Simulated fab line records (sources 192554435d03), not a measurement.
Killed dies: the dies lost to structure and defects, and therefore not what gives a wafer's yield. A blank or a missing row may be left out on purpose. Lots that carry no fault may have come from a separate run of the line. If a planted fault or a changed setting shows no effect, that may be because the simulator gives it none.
The tool behind it: which one?    flow n5Finfet    24 lots, 72 wafers sampled, at 5 steps of a route of 1938

## WHAT EACH GAUGE READ, for each wafer
N5_FIN_SAQP_THK_MEAS_07.
lot   measured     on            thkNm (nm)
L074  day 1 20:47  filmMetro-02  59.2 59.8 60.6
L075  day 2 03:34  filmMetro-02  59.7 59.3 60.9
L076  day 2 08:47  filmMetro-01  58.9 60.2 60.2
L077  day 2 15:30  filmMetro-01  59.6 58.9 59.2
L078  day 2 20:55  filmMetro-02  59.7 59.8 60.7
L079  day 3 02:59  filmMetro-01  58.9 60.2 59.6
L080  day 3 08:55  filmMetro-02  58.9 59.6 60.1
L081  day 3 15:05  filmMetro-01  60.4 61.0 62.0
L082  day 3 21:24  filmMetro-01  59.1 61.0 60.1
L083  day 4 03:12  filmMetro-02  58.8 60.3 59.9
L084  day 4 09:08  filmMetro-02  58.9 59.2 60.4
L085  day 4 15:14  filmMetro-02  59.6 60.6 60.4
L086  day 4 21:14  filmMetro-02  59.6 59.9 60.2
L087  day 5 04:29  filmMetro-01  60.0 60.4 60.5
L088  day 5 09:11  filmMetro-01  59.1 59.3 59.9
L089  day 5 15:01  filmMetro-01  59.6 59.5 59.2
L090  day 5 21:50  filmMetro-02  59.3 59.3 59.7
L091  day 6 03:21  filmMetro-01  59.1 60.4 61.3
L092  day 6 09:10  filmMetro-02  59.7 60.4 60.2
L093  day 6 15:48  filmMetro-02  59.6 60.3 60.6
L094  day 6 20:59  filmMetro-01  59.3 60.4 62.3
L095  day 7 03:55  filmMetro-02  59.9 59.8 60.9
L096  day 7 10:13  filmMetro-02  59.6 59.8 59.8
L097  day 7 15:05  filmMetro-01  59.8 59.2 60.2

N5_FIN_SAQP_INSPECT_18: inspects for defects (brightfield).
lot   measured     on                rawDefectCount
L074  day 1 21:19  defectInspect-02  307 269 404
L075  day 2 03:59  defectInspect-01  333 267 290
L076  day 2 09:13  defectInspect-02  441 313 320
L077  day 2 15:55  defectInspect-01  312 548 410
L078  day 2 21:29  defectInspect-01  349 338 370
L079  day 3 03:32  defectInspect-01  434 710 401
L080  day 3 09:28  defectInspect-02  508 653 364
L081  day 3 15:38  defectInspect-02  480 499 396
L082  day 3 21:58  defectInspect-01  451 491 409
L083  day 4 03:45  defectInspect-01  419 387 472
L084  day 4 09:41  defectInspect-01  384 533 411
L085  day 4 15:47  defectInspect-01  300 342 434
L086  day 4 21:48  defectInspect-01  419 297 452
L087  day 5 04:54  defectInspect-01  398 223 445
L088  day 5 09:36  defectInspect-01  229 394 349
L089  day 5 15:26  defectInspect-02  364 660 428
L090  day 5 22:23  defectInspect-01  426 375 449
L091  day 6 03:54  defectInspect-02  388 377 504
L092  day 6 09:43  defectInspect-01  586 570 362
L093  day 6 16:13  defectInspect-02  361 347 363
L094  day 6 21:25  defectInspect-02  778 390 421
L095  day 7 04:28  defectInspect-02  214 265 256
L096  day 7 10:46  defectInspect-02  384 374 535
L097  day 7 15:38  defectInspect-01  350 472 493

N5_FIN_SAQP_CD_MEAS_27 targets a cd of 20 nm.
lot   measured     on        cdNm (nm)
L074  day 2 00:58  cdSem-02  20.80 20.12 20.30
L075  day 2 06:14  cdSem-02  20.48 20.01 20.19
L076  day 2 11:35  cdSem-02  20.33 20.63 20.32
L077  day 2 18:14  cdSem-01  20.24 20.17 20.47
L078  day 2 23:31  cdSem-01  20.10 20.45 19.94
L079  day 3 05:37  cdSem-03  20.00 20.48 19.95
L080  day 3 11:37  cdSem-01  20.45 20.19 20.18
L081  day 3 17:43  cdSem-01  20.57 20.22 20.22
L082  day 4 00:21  cdSem-01  20.52 20.52 20.11
L083  day 4 06:05  cdSem-02  20.36 20.48 20.51
L084  day 4 12:09  cdSem-02  20.06 20.40 20.14
L085  day 4 18:13  cdSem-01  20.26 20.52 19.90
L086  day 4 23:51  cdSem-03  20.05 20.04 20.17
L087  day 5 07:06  cdSem-01  20.27 20.22 20.20
L088  day 5 12:07  cdSem-02  19.84 20.05 19.93
L089  day 5 17:28  cdSem-01  20.97 20.34 20.27
L090  day 6 00:35  cdSem-02  20.22 20.42 20.40
L091  day 6 06:16  cdSem-01  20.00 19.83 20.41
L092  day 6 12:02  cdSem-03  20.50 20.29 20.06
L093  day 6 18:24  cdSem-03  20.46 20.40 19.91
L094  day 6 23:46  cdSem-02  20.31 20.41 20.46
L095  day 7 06:42  cdSem-02  19.90 20.13 20.26
L096  day 7 12:56  cdSem-02  20.34 19.80 20.48
L097  day 7 17:41  cdSem-02  20.32 20.56 20.52

N5_FIN_SAQP_CD_MEAS_31 targets a cd of 8 nm.
lot   measured     on        cdNm (nm)
L074  day 2 02:32  cdSem-03  7.94 8.09 8.29
L075  day 2 08:13  cdSem-01  8.09 8.31 8.29
L076  day 2 13:09  cdSem-02  7.92 8.28 8.10
L077  day 2 20:06  cdSem-01  8.20 8.15 8.28
L078  day 3 01:04  cdSem-02  8.30 7.85 8.00
L079  day 3 07:13  cdSem-03  8.31 8.35 8.58
L080  day 3 13:10  cdSem-02  8.16 8.00 7.72
L081  day 3 19:18  cdSem-02  8.33 8.27 8.11
L082  day 4 02:19  cdSem-03  8.36 8.17 8.30
L083  day 4 07:48  cdSem-02  7.75 8.01 8.39
L084  day 4 15:12  cdSem-01  8.31 7.87 7.99
L085  day 4 19:46  cdSem-03  7.99 7.85 8.17
L086  day 5 04:07  cdSem-01  8.36 8.61 8.13
L087  day 5 08:45  cdSem-01  7.99 8.00 8.24
L088  day 5 13:44  cdSem-03  8.52 7.85 8.37
L089  day 5 20:19  cdSem-01  8.16 8.30 7.88
L090  day 6 02:38  cdSem-03  8.34 8.17 7.99
L091  day 6 08:16  cdSem-02  8.08 7.96 8.28
L092  day 6 13:35  cdSem-03  8.15 8.49 8.03
L093  day 6 20:05  cdSem-02  7.96 8.33 7.93
L094  day 7 01:32  cdSem-03  7.97 7.75 8.18
L095  day 7 08:16  cdSem-02  8.10 7.84 7.82
L096  day 7 15:04  cdSem-02  8.33 7.72 8.31
L097  day 7 19:50  cdSem-02  7.84 8.44 8.07

N5_FIN_CUT_CD_MEAS_08 targets a cd of 29.1 nm.
lot   measured     on        cdNm (nm)
L074  day 2 03:33  cdSem-01  29.12 29.49 28.91
L075  day 2 09:06  cdSem-02  29.14 29.25 29.20
L076  day 2 14:10  cdSem-02  28.87 28.85 28.71
L077  day 2 21:07  cdSem-02  29.23 29.28 29.35
L078  day 3 02:07  cdSem-01  29.10 29.08 29.01
L079  day 3 08:06  cdSem-01  28.91 28.87 29.32
L080  day 3 14:11  cdSem-03  28.79 28.94 28.80
L081  day 3 20:19  cdSem-02  29.04 29.13 29.39
L082  day 4 03:13  cdSem-02  29.31 28.92 29.61
L083  day 4 08:58  cdSem-03  29.04 29.07 29.07
L084  day 4 16:13  cdSem-03  28.85 29.07 28.84
L085  day 4 20:47  cdSem-03  29.29 29.00 29.01
L086  day 5 05:13  cdSem-03  29.01 29.03 28.92
L087  day 5 09:38  cdSem-01  29.15 29.07 28.98
L088  day 5 14:45  cdSem-01  29.16 29.08 29.18
L089  day 5 21:20  cdSem-03  29.03 29.07 29.05
L090  day 6 03:40  cdSem-03  29.12 29.05 29.02
L091  day 6 09:08  cdSem-02  28.85 29.24 29.52
L092  day 6 14:28  cdSem-03  28.80 29.22 28.84
L093  day 6 21:06  cdSem-01  29.29 29.35 29.32
L094  day 7 02:33  cdSem-03  28.99 28.97 28.98
L095  day 7 09:17  cdSem-01  29.45 29.27 29.12
L096  day 7 15:57  cdSem-02  29.09 28.76 28.97
L097  day 7 20:56  cdSem-01  28.87 28.41 29.36

## TOOL THAT RAN EACH LOT (tool first, then ch and the chambers of the sampled wafers, then the start)
Before these readings, the record contains no process step.

## AS READ BY THE TOOLS THEMSELVES (means over the sampled wafers that have a number; for cases with no such wafer, the mark the record gives instead)
The record holds no such reading with a usual standard deviation.

## THE ANSWER, worked out from the rows above alone
Rule: what is usual is taken from the lots themselves. Put in order of their means at a reading, lots are off if they are a third of the lots or fewer, leave a main group of 4 or more, and stand apart from it by a gap of 3 or more times the standard deviation of the main group's means; of several such gaps the widest counts. A main group is skipped when, at the precision printed for the reading in the tables above, its means are all equal. A lot without any number at a reading at which 4 lots or more have one is off too. The other lots that the step has rows for count as sound. After the gauges, taken in route order, come the tools' own readings; for these a lot's mean is taken, as printed above. At the first step where some lot is off, the reading lying furthest off is the one used; lots without a number count as furthest.
No lot is off on any of the readings shown, so nothing can be concluded from this.

## WHAT WAS PUT IN BY THE SIMULATOR
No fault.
